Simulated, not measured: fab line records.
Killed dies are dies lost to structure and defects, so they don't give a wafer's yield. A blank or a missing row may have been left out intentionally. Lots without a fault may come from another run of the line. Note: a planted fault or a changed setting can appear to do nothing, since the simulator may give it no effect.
Which tool was responsible? | flow n5 finfet | 24 lots with 72 wafers sampled at 6 steps, on a route of 1938 steps

WHAT THE GAUGES READ, wafer by wafer
N5_BEOL_M6_RS_MEAS_57: measurement is done with a four-point probe.
lot  | measured     | on            | M6_RS (ohm/sq)
L075 | day 9 13:49  | film metro-01 | 0.266 0.291 0.270
L074 | day 9 15:39  | film metro-02 | 0.287 0.283 0.290
L076 | day 10 06:50 | film metro-02 | 0.282 0.287 0.286
L077 | day 10 07:02 | film metro-01 | 0.303 0.287 0.305
L078 | day 10 10:33 | film metro-02 | 0.291 0.280 0.291
L081 | day 10 20:37 | film metro-02 | 0.277 0.301 0.293
L082 | day 11 11:11 | film metro-02 | 0.292 0.295 0.279
L080 | day 11 14:34 | film metro-02 | 0.269 0.293 0.284
L079 | day 11 14:47 | film metro-01 | 0.295 0.298 0.287
L084 | day 11 19:01 | film metro-02 | 0.285 0.277 0.292
L083 | day 11 22:41 | film metro-01 | 0.268 0.279 0.289
L085 | day 12 05:36 | film metro-02 | 0.293 0.288 0.276
L086 | day 12 05:31 | film metro-02 | 0.285 0.285 0.284
L087 | day 13 00:02 | film metro-02 | 0.298 0.284 0.280
L090 | day 12 23:52 | film metro-01 | 0.278 0.271 0.274
L088 | day 13 06:15 | film metro-02 | 0.285 0.282 0.296
L089 | day 13 10:20 | film metro-01 | 0.300 0.281 0.286
L091 | day 13 16:55 | film metro-01 | 0.281 0.292 0.280
L092 | day 13 15:16 | film metro-02 | 0.289 0.275 0.286
L093 | day 13 19:53 | film metro-02 | 0.279 0.287 0.285
L094 | day 14 11:21 | film metro-02 | 0.276 0.285 0.277
L095 | day 14 22:57 | film metro-02 | 0.305 0.281 0.299
L097 | day 15 02:08 | film metro-02 | 0.281 0.284 0.298
L096 | day 15 07:11 | film metro-01 | 0.284 0.292 0.290

N5_BEOL_M7_CD_MEAS_28 targets a cd of 40 nm.
lot  | measured     | on        | cd nm (nm)
L075 | day 9 18:42  | cd sem-01 | 39.87 40.12 39.48
L074 | day 9 18:44  | cd sem-02 | 40.29 40.20 40.08
L076 | day 10 11:20 | cd sem-03 | 39.69 39.32 39.73
L077 | day 10 11:49 | cd sem-02 | 40.22 39.77 40.01
L078 | day 10 13:40 | cd sem-02 | 39.98 39.90 40.13
L081 | day 11 04:01 | cd sem-03 | 39.95 39.68 40.49
L082 | day 11 15:40 | cd sem-01 | 40.10 40.04 39.85
L080 | day 11 19:25 | cd sem-03 | 39.92 40.53 40.00
L079 | day 11 19:28 | cd sem-02 | 39.95 40.18 40.01
L084 | day 11 22:05 | cd sem-01 | 40.02 39.64 39.93
L083 | day 12 04:33 | cd sem-02 | 39.97 39.66 39.71
L085 | day 12 12:12 | cd sem-02 | 39.84 40.23 39.63
L086 | day 12 12:10 | cd sem-03 | 39.48 40.09 39.81
L087 | day 13 04:40 | cd sem-02 | 40.34 40.06 39.43
L090 | day 13 04:31 | cd sem-01 | 39.83 40.35 39.87
L088 | day 13 11:54 | cd sem-01 | 39.85 40.24 39.89
L089 | day 13 15:02 | cd sem-01 | 39.75 40.26 40.08
L091 | day 13 23:04 | cd sem-02 | 39.72 39.44 39.84
L092 | day 13 20:11 | cd sem-02 | 39.96 40.02 39.99
L093 | day 13 23:14 | cd sem-03 | 40.52 40.44 40.41
L094 | day 14 18:33 | cd sem-01 | 40.08 40.33 40.18
L095 | day 15 03:41 | cd sem-02 | 39.74 40.55 40.15
L097 | day 15 06:07 | cd sem-03 | 39.93 40.18 40.03
L096 | day 15 09:20 | cd sem-03 | 39.93 40.33 39.86

N5_BEOL_M7_INSPECT_30: inspects for defects (brightfield).
lot  | measured     | on                | raw defect count
L075 | day 9 18:47  | defect inspect-02 | 419 392 380
L074 | day 9 18:50  | defect inspect-01 | 343 336 364
L076 | day 10 11:26 | defect inspect-01 | 430 488 466
L077 | day 10 11:54 | defect inspect-01 | 381 335 500
L078 | day 10 13:46 | defect inspect-02 | 268 390 455
L081 | day 11 04:06 | defect inspect-01 | 258 295 363
L082 | day 11 15:46 | defect inspect-02 | 307 299 308
L080 | day 11 19:31 | defect inspect-02 | 238 363 459
L079 | day 11 19:33 | defect inspect-01 | 367 364 361
L084 | day 11 22:10 | defect inspect-01 | 307 229 331
L083 | day 12 04:38 | defect inspect-01 | 412 373 396
L085 | day 12 12:17 | defect inspect-02 | 306 294 318
L086 | day 12 12:15 | defect inspect-01 | 477 390 328
L087 | day 13 04:46 | defect inspect-01 | 378 436 372
L090 | day 13 04:35 | defect inspect-01 | 424 375 351
L088 | day 13 11:59 | defect inspect-01 | 311 402 371
L089 | day 13 15:08 | defect inspect-02 | 372 400 356
L091 | day 13 23:10 | defect inspect-01 | 287 255 251
L092 | day 13 20:17 | defect inspect-01 | 303 320 303
L093 | day 13 23:20 | defect inspect-02 | 372 369 396
L094 | day 14 18:38 | defect inspect-02 | 394 373 333
L095 | day 15 03:46 | defect inspect-01 | 299 414 501
L097 | day 15 06:13 | defect inspect-02 | 523 380 425
L096 | day 15 09:26 | defect inspect-02 | 262 344 434

WHICH TOOL RAN EACH LOT (tool, then ch and the chambers of the sampled wafers, then the start)
lot  | N5_BEOL_M5_CMP_52             | N5_BEOL_M5_PRE_CLEAN_77          | N5_BEOL_M7_CURE_74
L075 | cmp-01 ch 1,2,3, day 9 05:28  | cvd co-02 ch 1,2, day 9 05:46    | uv cure-03 ch 1, day 9 14:02
L074 | cmp-01 ch 0,3, day 9 07:56    | cvd co-01 ch 0,1,2, day 9 08:16  | uv cure-01 ch 1, day 9 15:51
L076 | cmp-02 ch 1,2,3, day 9 19:56  | cvd co-01 ch 1,2, day 9 20:14    | uv cure-01 ch 1, day 10 06:59
L077 | cmp-01 ch 0,1, day 9 21:11    | cvd co-02 ch 0,1,2, day 9 21:29  | uv cure-03 ch 0, day 10 07:18
L078 | cmp-02 ch 0,1,2, day 10 04:02 | cvd co-02 ch 0,1, day 10 04:20   | uv cure-01 ch 0, day 10 10:40
L081 | cmp-03 ch 0,3, day 10 13:45   | cvd co-01 ch 0,1,2, day 10 14:08 | uv cure-01 ch 1, day 10 20:49
L082 | cmp-03 ch 0,1, day 11 00:13   | cvd co-02 ch 0,1, day 11 01:03   | uv cure-01 ch 1, day 11 11:19
L080 | cmp-02 ch 0,2,3, day 11 05:16 | cvd co-01 ch 0,1,2, day 11 05:35 | uv cure-02 ch 0, day 11 14:50
L079 | cmp-03 ch 1,2,3, day 11 05:23 | cvd co-02 ch 0,1,2, day 11 05:53 | uv cure-02 ch 0, day 11 15:23
L084 | cmp-03 ch 1,2,3, day 11 10:06 | cvd co-01 ch 0,1, day 11 10:21   | uv cure-03 ch 0, day 11 19:09
L083 | cmp-03 ch 1,2,3, day 11 12:40 | cvd co-02 ch 1,2, day 11 12:58   | uv cure-03 ch 2, day 11 23:13
L085 | cmp-01 ch 1,2, day 11 20:28   | cvd co-02 ch 0,2, day 11 20:47   | uv cure-03 ch 2, day 12 05:59
L086 | cmp-03 ch 0,1,2, day 11 20:52 | cvd co-02 ch 0,1, day 11 21:10   | uv cure-01 ch 2, day 12 06:08
L087 | cmp-02 ch 0,2,3, day 12 12:37 | cvd co-02 ch 0,1,2, day 12 12:53 | uv cure-02 ch 1, day 13 00:10
L090 | cmp-01 ch 1,2, day 12 13:45   | cvd co-02 ch 1,2, day 12 14:03   | uv cure-03 ch 1, day 13 00:04
L088 | cmp-01 ch 0,3, day 12 20:52   | cvd co-02 ch 0,1, day 12 21:12   | uv cure-02 ch 0, day 13 06:37
L089 | cmp-02 ch 1,2,3, day 13 01:51 | cvd co-02 ch 1,2, day 13 02:07   | uv cure-01 ch 1, day 13 10:32
L091 | cmp-02 ch 0,2,3, day 13 05:18 | cvd co-02 ch 0,1, day 13 05:39   | uv cure-01 ch 2, day 13 17:16
L092 | cmp-03 ch 0,1,3, day 13 05:40 | cvd co-02 ch 0,1,2, day 13 05:55 | uv cure-02 ch 2, day 13 16:05
L093 | cmp-02 ch 0,1,2, day 13 09:38 | cvd co-01 ch 0,1,2, day 13 09:59 | uv cure-01 ch 2, day 13 20:05
L094 | cmp-03 ch 0,2,3, day 14 00:43 | cvd co-02 ch 0,2, day 14 01:04   | uv cure-03 ch 2, day 14 11:34
L095 | cmp-03 ch 0,2,3, day 14 11:14 | cvd co-01 ch 0,1,2, day 14 11:32 | uv cure-02 ch 1, day 14 23:24
L097 | cmp-02 ch 1,2, day 14 14:19   | cvd co-02 ch 0,1,2, day 14 14:41 | uv cure-01 ch 0, day 15 02:30
L096 | cmp-02 ch 2,3, day 14 18:47   | cvd co-01 ch 0,1,2, day 14 19:18 | uv cure-01 ch 2, day 15 07:24
- N5_BEOL_M5_CMP_52: polishes, stops on SiCOH lowk, t overpolish 6.9 s, target thk 62 nm.
- N5_BEOL_M5_PRE_CLEAN_77: time 15 s.
- N5_BEOL_M7_CURE_74: cures SiCOH lowk, time 240 s.

WHAT THE TOOLS THEMSELVES READ (means of the sampled wafers that have a number; where no wafer has one, the mark that the record gives instead)
N5_BEOL_M5_CMP_52.
lot  | tool   | barrier field endpoint s (s) | motor current A (A) | overpolish run s (s) | time to endpoint s (s)
L075 | cmp-01 | 24.4                         | 6.2                 | 6.910                | 64
L074 | cmp-01 | 25.5                         | 6.1                 | 6.896                | 70
L076 | cmp-02 | 23.8                         | 6.5                 | 6.893                | 60
L077 | cmp-01 | 25.2                         | 6.0                 | 6.898                | 65
L078 | cmp-02 | 24.2                         | 6.7                 | 6.898                | 61
L081 | cmp-03 | 25.2                         | 6.5                 | 6.899                | 64
L082 | cmp-03 | 24.5                         | 6.3                 | 6.914                | 64
L080 | cmp-02 | 24.7                         | 6.6                 | 6.901                | 63
L079 | cmp-03 | 25.4                         | 6.6                 | 6.910                | 62
L084 | cmp-03 | 24.6                         | 6.5                 | 6.901                | 60
L083 | cmp-03 | 24.5                         | 6.9                 | 6.896                | 64
L085 | cmp-01 | 24.3                         | 6.2                 | 6.901                | 60
L086 | cmp-03 | 25.0                         | 6.2                 | 6.906                | 66
L087 | cmp-02 | 25.8                         | 6.5                 | 6.899                | 68
L090 | cmp-01 | 24.0                         | 6.3                 | 6.901                | 60
L088 | cmp-01 | 24.7                         | 6.0                 | 6.901                | 61
L089 | cmp-02 | 24.9                         | 6.8                 | 6.901                | 62
L091 | cmp-02 | 24.8                         | 6.5                 | 6.896                | 63
L092 | cmp-03 | 25.6                         | 6.3                 | 6.899                | 62
L093 | cmp-02 | 24.9                         | 6.6                 | 6.900                | 64
L094 | cmp-03 | 25.3                         | 6.2                 | 6.898                | 62
L095 | cmp-03 | 24.9                         | 6.4                 | 6.898                | 66
L097 | cmp-02 | 24.7                         | 6.7                 | 6.899                | 63
L096 | cmp-02 | 24.5                         | 6.7                 | 6.892                | 60

N5_BEOL_M5_PRE_CLEAN_77.
lot  | tool      | heater power w (W) | rf fwd power W (W)
L075 | cvd co-02 | 83                 | 296.1
L074 | cvd co-01 | 87                 | 296.9
L076 | cvd co-01 | 87                 | 298.5
L077 | cvd co-02 | 83                 | 296.5
L078 | cvd co-02 | 78                 | 297.0
L081 | cvd co-01 | 87                 | 296.9
L082 | cvd co-02 | 79                 | 296.7
L080 | cvd co-01 | 87                 | 297.2
L079 | cvd co-02 | 82                 | 297.1
L084 | cvd co-01 | 99                 | 297.1
L083 | cvd co-02 | 83                 | 296.6
L085 | cvd co-02 | 90                 | 295.4
L086 | cvd co-02 | 78                 | 296.5
L087 | cvd co-02 | 84                 | 296.8
L090 | cvd co-02 | 90                 | 296.2
L088 | cvd co-02 | 79                 | 296.7
L089 | cvd co-02 | 89                 | 296.1
L091 | cvd co-02 | 79                 | 296.5
L092 | cvd co-02 | 84                 | 296.2
L093 | cvd co-01 | 87                 | 295.2
L094 | cvd co-02 | 91                 | 295.9
L095 | cvd co-01 | 88                 | 296.9
L097 | cvd co-02 | 83                 | 295.2
L096 | cvd co-01 | 88                 | 297.0

N5_BEOL_M7_CURE_74.
lot  | tool       | lamp power pct (%) | wafer_temp_C_max
L075 | uv cure-03 | 52.32              | 385.9
L074 | uv cure-01 | 52.31              | 386.6
L076 | uv cure-01 | 52.32              | 386.6
L077 | uv cure-03 | 52.35              | 386.9
L078 | uv cure-01 | 52.29              | 387.9
L081 | uv cure-01 | 52.30              | 386.5
L082 | uv cure-01 | 52.35              | 386.6
L080 | uv cure-02 | 52.33              | 386.8
L079 | uv cure-02 | 52.31              | 386.6
L084 | uv cure-03 | 52.28              | 387.2
L083 | uv cure-03 | 52.40              | 386.0
L085 | uv cure-03 | 52.29              | 385.9
L086 | uv cure-01 | 52.27              | 385.9
L087 | uv cure-02 | 52.33              | 386.5
L090 | uv cure-03 | 52.34              | 386.0
L088 | uv cure-02 | 52.24              | 386.7
L089 | uv cure-01 | 52.35              | 386.6
L091 | uv cure-01 | 52.32              | 385.9
L092 | uv cure-02 | 52.34              | 388.2
L093 | uv cure-01 | 52.33              | 386.0
L094 | uv cure-03 | 52.31              | 386.3
L095 | uv cure-02 | 52.32              | 386.1
L097 | uv cure-01 | 52.30              | 388.1
L096 | uv cure-01 | 52.25              | 385.4

THE ANSWER, worked out from the rows above alone
Rule: what is usual is taken from the lots themselves. Put in order of their means at a reading, lots are off if they are a third of the lots or fewer, leave a main group of 4 or more, and stand apart from it by a gap of 3 or more times the standard deviation of the main group's means; of several such gaps the widest counts. A main group is skipped when, at the precision printed for the reading in the tables above, its means are all equal. Also off: a lot with no number at a reading for which 4 or more lots have one. Where the step has rows for the other lots, those lots are counted as sound. Order of review: gauges by route order, followed by the tools' own readings, for which a lot's mean as printed above is used. The first step at which some lot is off is used, and at that step the reading that is off furthest; a lot without a number counts as furthest.
None of the lots is off at any reading shown; this tells nothing.

WHAT THE SIMULATOR HAD PUT IN
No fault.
